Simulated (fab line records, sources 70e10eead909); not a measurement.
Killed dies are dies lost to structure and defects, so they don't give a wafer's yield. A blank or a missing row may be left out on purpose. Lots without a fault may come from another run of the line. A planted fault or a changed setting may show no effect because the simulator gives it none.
Chamber matching | flow nand_harc | NHARC_P_M1_DEP_33 on pecvd-02: 3 sister chambers
The step deposits SiCN, target thk 30 nm. 3 wafers are shown with their chamber, then 8 later ones without.

WAFERS WITH THEIR CHAMBER
wafer  | chamber | heater_power_w (W)
L091.5 | 1       | 647
L091.6 | 2       | 532
L093.1 | 0       | 442

WAFERS WITHOUT THEIR CHAMBER
wafer  | heater_power_w (W)
L093.3 | 445
L093.6 | 594
L095.1 | 449
L095.2 | 608
L095.3 | 647
L096.3 | 485
L096.4 | 535
L096.5 | 488

WHICH CHAMBER EACH WENT THROUGH
wafer  | from the rows above     | in truth
L093.3 | 0                       | 0
L093.6 | can't be placed: 1 or 2 | 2
L095.1 | 0                       | 0
L095.2 | can't be placed: 1 or 2 | 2
L095.3 | 1                       | 1
L096.3 | can't be placed: 0 or 2 | 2
L096.4 | 2                       | 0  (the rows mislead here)
L096.5 | can't be placed: 2 or 0 | 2
Placed correctly: 3 of 8. Can't be placed from these rows: 4 (the true chamber is among the candidates in 4). Placed wrongly: 1.
How it was worked out, from the rows above alone: a wafer's distance from a chamber is the root of the sum, over the readings, of the square of ((its reading less the chamber's mean) divided by the reading's scatter). The wafer belongs to the nearest chamber; if the next one is less than 2 further off, it can't be placed. A chamber's mean is the mean of its shown wafers. The scatter: with one shown wafer a chamber, the root of the mean of the squares of how far each hidden wafer lies from its nearest shown one.
